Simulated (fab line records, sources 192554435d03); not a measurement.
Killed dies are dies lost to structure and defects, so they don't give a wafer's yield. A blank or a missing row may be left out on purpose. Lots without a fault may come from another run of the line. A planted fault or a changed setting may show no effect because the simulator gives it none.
Which tool did it? | flow n5_finfet | 9 lots, 27 wafers sampled, at 5 steps of a route of 1938

WHAT THE GAUGES READ, wafer by wafer
N5_MOL_CONTACT_COAG_INSPECT_10: inspects for defects (brightfield). Usual: raw_defect_count 70, standard deviation 28.
lot  | measured     | on                | raw_defect_count | flag
L501 | day 6 06:40  | defect_inspect-01 | 69 102 54        |
L502 | day 6 06:42  | defect_inspect-01 | 63 56 43         |
L503 | day 6 08:14  | defect_inspect-01 | 63 76 87         |
L504 | day 6 18:22  | defect_inspect-01 | 61 66 52         |
L506 | day 7 10:59  | defect_inspect-01 | 106 87 75        |
L508 | day 7 19:38  | defect_inspect-02 | 94 79 61         |
L517 | day 9 22:36  | defect_inspect-01 | 95 161 62        |
L518 | day 10 06:11 | defect_inspect-02 | 60 77 33         |
L519 | day 10 07:07 | defect_inspect-01 | 35 38 47         |

N5_BEOL_M4_RC_MEAS_101. Usual: DIBL_N 35.8 mV/V, standard deviation 1.5; DIBL_P 35.8 mV/V, standard deviation 1.7; IOFF_N 0.151 nA/um, standard deviation 0.022; IOFF_P 0.204 nA/um, standard deviation 0.027; ION_N 673 uA/um, standard deviation 8.6; ION_P 462 uA/um, standard deviation 5.4; SS_N 71.4 mV/dec, standard deviation 0.54; SS_P 73.3 mV/dec, standard deviation 0.56; VT_N 250.5 mV, standard deviation 2.6; VT_P -251 mV, standard deviation 3.1.
lot  | measured     | on        | DIBL_N (mV/V)  | DIBL_P (mV/V)  | IOFF_N (nA/um)    | IOFF_P (nA/um)    | ION_N (uA/um) | ION_P (uA/um) | SS_N (mV/dec)  | SS_P (mV/dec)  | VT_N (mV)         | VT_P (mV)      | flag
L501 | day 9 13:22  | prober-02 | 35.3 35.6 35.8 | 34.4 34.9 35.2 | 0.133 0.142 0.139 | 0.209 0.221 0.221 | 668 658 658   | 463 460 464   | 71.6 71.7 71.1 | 73.5 73.2 72.9 | 251.0 251.5 251.9 | -248 -250 -248 |
L502 | day 9 21:02  | prober-01 | 35.9 37.2 34.3 | 35.1 35.1 32.0 | 0.147 0.158 0.118 | 0.208 0.207 0.164 | 672 672 659   | 461 460 457   | 71.2 72.3 71.1 | 73.5 73.6 72.1 | 249.1 249.3 252.1 | -250 -251 -254 |
L503 | day 9 23:50  | prober-01 | 33.4 36.2 33.5 | 32.7 36.8 33.2 | 0.110 0.159 0.118 | 0.178 0.238 0.193 | 655 675 662   | 458 467 460   | 71.1 71.8 71.7 | 72.8 73.8 72.7 | 256.1 250.2 255.2 | -254 -249 -249 |
L504 | day 10 10:56 | prober-02 | 36.0 35.8 35.5 | 36.8 36.5 35.6 | 0.167 0.159 0.145 | 0.214 0.201 0.191 | 678 668 666   | 455 459 457   | 71.8 71.2 70.6 | 73.4 73.5 73.5 | 248.5 251.5 250.9 | -251 -250 -252 |
L506 | day 10 19:15 | prober-02 | 35.9 36.3 36.2 | 33.8 35.0 34.2 | 0.136 0.149 0.143 | 0.182 0.199 0.187 | 677 679 677   | 463 466 459   | 70.7 71.1 70.6 | 73.1 72.9 73.4 | 252.1 249.4 248.3 | -254 -250 -251 |
L508 | day 11 13:58 | prober-01 | 37.6 38.2 38.0 | 36.1 36.5 36.5 | 0.162 0.170 0.169 | 0.203 0.205 0.207 | 679 679 678   | 462 454 464   | 72.0 71.8 72.0 | 74.4 73.3 74.4 | 251.3 251.6 252.0 | -254 -252 -253 |
L517 | day 13 09:00 | prober-01 | 35.9 35.7 35.5 | 36.2 37.0 36.0 | 0.163 0.162 0.160 | 0.224 0.232 0.228 | 680 677 685   | 471 472 468   | 71.2 71.3 70.9 | 73.9 74.4 73.7 | 248.4 247.8 250.4 | -248 -249 -251 |
L518 | day 13 16:02 | prober-02 | 35.6 36.6 36.2 | 34.9 36.5 35.5 | 0.128 0.145 0.137 | 0.158 0.184 0.164 | 664 664 670   | 450 461 460   | 71.2 71.8 70.7 | 72.5 72.6 73.4 | 251.8 250.5 250.4 | -256 -252 -254 |
L519 | day 14 08:23 | prober-01 | 35.3 36.9 35.5 | 34.7 36.3 35.1 | 0.133 0.159 0.136 | 0.178 0.211 0.187 | 662 670 660   | 455 460 458   | 70.6 71.9 71.2 | 72.8 74.2 72.3 | 254.3 251.2 253.6 | -255 -252 -252 |

WHICH TOOL RAN EACH LOT (tool, then ch and the chambers of the sampled wafers, then the start)
lot  | N5_MOL_CONTACT_COAG_ETCH_105       | N5_MOL_CONTACT_COAG_ETCH_106       | N5_MOL_CONTACT_COAG_IMPLANT_129
L501 | rie_diel-05 ch 1,2, day 6 06:58    | rie_diel-05 ch 1,2, day 6 06:59    | implanter-02 ch 0, day 6 07:24
L502 | rie_diel-06 ch 0,1,2, day 6 07:04  | rie_diel-06 ch 0,1,2, day 6 07:06  | implanter-02 ch 0, day 6 07:31
L503 | rie_diel-05 ch 1,2, day 6 08:19    | rie_diel-05 ch 1,2, day 6 08:20    | implanter-02 ch 0, day 6 08:43
L504 | rie_diel-06 ch 0,2,3, day 6 18:43  | rie_diel-06 ch 0,2,3, day 6 18:44  | implanter-02 ch 0, day 6 19:09
L506 | rie_diel-05 ch 0,1,2, day 7 11:12  | rie_diel-05 ch 0,1,2, day 7 11:14  | implanter-02 ch 0, day 7 11:35
L508 | rie_diel-04 ch 2,3, day 7 20:04    | rie_diel-04 ch 2,3, day 7 20:05    | implanter-02 ch 0, day 7 20:28
L517 | rie_diel-05 ch 0,1,3, day 9 22:47  | rie_diel-05 ch 0,1,3, day 9 22:49  | implanter-02 ch 0, day 9 23:11
L518 | rie_diel-05 ch 0,1,2, day 10 06:21 | rie_diel-05 ch 0,1,2, day 10 06:23 | implanter-01 ch 0, day 10 06:46
L519 | rie_diel-05 ch 1,3, day 10 07:13   | rie_diel-05 ch 1,3, day 10 07:14   | implanter-02 ch 0, day 10 07:37
- N5_MOL_CONTACT_COAG_ETCH_105: etches SiARC in CF4, target depth 15.6 nm, time 26 s.
- N5_MOL_CONTACT_COAG_ETCH_106: etches SOC in N2/H2, target depth 80 nm, overetch 16 nm, time 120 s.
- N5_MOL_CONTACT_COAG_IMPLANT_129

WHAT THE TOOLS THEMSELVES READ (means of the sampled wafers that have a number; where no wafer has one, the mark that the record gives instead)
N5_MOL_CONTACT_COAG_ETCH_105. Usual: drypump_motor_current_A 5.8 A, standard deviation 0.48; etch_rf_on_time_s 25.99 s, standard deviation 0.3; oes_product_au 0.70 a.u., standard deviation 0.071; rf_vpp_V 183.7 V, standard deviation 1.1; showerhead_plenum_p_Torr 2.13 Torr, standard deviation 0.064; throttle_valve_pct 15.54 %, standard deviation 0.21.
lot  | tool        | drypump_motor_current_A (A) | etch_rf_on_time_s (s) | oes_product_au (a.u.) | rf_vpp_V (V) | showerhead_plenum_p_Torr (Torr) | throttle_valve_pct (%) | flag
L501 | rie_diel-05 | 5.4                         | 26.28                 | 0.64                  | 183.5        | 2.10                            | 15.65                  |
L502 | rie_diel-06 | 5.7                         | 25.90                 | 0.66                  | 182.8        | 2.14                            | 15.66                  |
L503 | rie_diel-05 | 5.4                         | 25.95                 | 0.65                  | 182.6        | 2.10                            | 15.64                  |
L504 | rie_diel-06 | 5.5                         | 26.25                 | 0.69                  | 184.7        | 2.16                            | 15.53                  |
L506 | rie_diel-05 | 5.7                         | 25.88                 | 0.79                  | 183.2        | 2.10                            | 15.44                  |
L508 | rie_diel-04 | 5.7                         | 25.80                 | 0.72                  | 184.2        | 2.17                            | 15.58                  |
L517 | rie_diel-05 | 6.2                         | 26.09                 | 0.71                  | 183.6        | 2.11                            | 15.64                  |
L518 | rie_diel-05 | 5.7                         | 25.98                 | 0.75                  | 184.0        | 2.09                            | 15.49                  |
L519 | rie_diel-05 | 6.4                         | 26.18                 | 0.67                  | 183.8        | 2.13                            | 15.68                  |

N5_MOL_CONTACT_COAG_ETCH_106. Usual: drypump_motor_current_A 5.8 A, standard deviation 0.48; oes_product_au 0.74 a.u., standard deviation 0.071; rf_vpp_V 523.2 V, standard deviation 2.3; showerhead_plenum_p_Torr 2.52 Torr, standard deviation 0.075; throttle_valve_pct 17.71 %, standard deviation 0.22.
lot  | tool        | drypump_motor_current_A (A) | oes_product_au (a.u.) | rf_vpp_V (V) | showerhead_plenum_p_Torr (Torr) | throttle_valve_pct (%) | flag
L501 | rie_diel-05 | 5.4                         | 0.68                  | 522.5        | 2.50                            | 17.84                  |
L502 | rie_diel-06 | 5.7                         | 0.69                  | 523.8        | 2.54                            | 17.84                  |
L503 | rie_diel-05 | 5.4                         | 0.68                  | 523.1        | 2.50                            | 17.84                  |
L504 | rie_diel-06 | 5.5                         | 0.73                  | 524.9        | 2.56                            | 17.65                  |
L506 | rie_diel-05 | 5.7                         | 0.83                  | 522.9        | 2.50                            | 17.65                  |
L508 | rie_diel-04 | 5.7                         | 0.75                  | 525.2        | 2.57                            | 17.76                  |
L517 | rie_diel-05 | 6.2                         | 0.74                  | 523.9        | 2.50                            | 17.83                  |
L518 | rie_diel-05 | 5.7                         | 0.77                  | 522.1        | 2.49                            | 17.69                  |
L519 | rie_diel-05 | 6.4                         | 0.70                  | 523.5        | 2.52                            | 17.87                  |

N5_MOL_CONTACT_COAG_IMPLANT_129. Usual: beam_energy_keV 3.0000, standard deviation 0.001; end_station_pressure_torr 5.9e-06 Torr, standard deviation 3.3e-07.
lot  | tool         | beam_energy_keV | end_station_pressure_torr (Torr) | flag
L501 | implanter-02 | 2.9994          | 6.2e-06                          |
L502 | implanter-02 | 2.9976          | 5.5e-06                          |
L503 | implanter-02 | 3.0004          | 6.0e-06                          |
L504 | implanter-02 | 7.4143          | 1.1e-05                          | OFF
L506 | implanter-02 | 7.4159          | 1.2e-05                          | OFF
L508 | implanter-02 | 7.4160          | 1.1e-05                          | OFF
L517 | implanter-02 | 3.0005          | 5.8e-06                          |
L518 | implanter-01 | 3.0010          | 5.6e-06                          |
L519 | implanter-02 | 2.9987          | 5.5e-06                          |

THE ANSWER, worked out from the rows above alone
Rule: a lot is off if the mean of its wafers that have a number lies more than 3 standard deviations from the usual mean. A lot without any number at a reading at which 4 lots or more have one is off too. The other lots that the step has rows for count as sound. The gauges are gone through in route order, then the tools' own readings, and for those a lot's mean is taken as printed above. The first step at which some lot is off is used, and at that step the reading that is off furthest; a lot without a number counts as furthest.
Off: L504, L506, L508, at N5_MOL_CONTACT_COAG_IMPLANT_129 (beam_energy_keV).
A tool fits if, at that step or a process step before it, it ran every lot that is off, and no sound lot after the first of them. None of those tried fits.

WHAT THE SIMULATOR HAD PUT IN
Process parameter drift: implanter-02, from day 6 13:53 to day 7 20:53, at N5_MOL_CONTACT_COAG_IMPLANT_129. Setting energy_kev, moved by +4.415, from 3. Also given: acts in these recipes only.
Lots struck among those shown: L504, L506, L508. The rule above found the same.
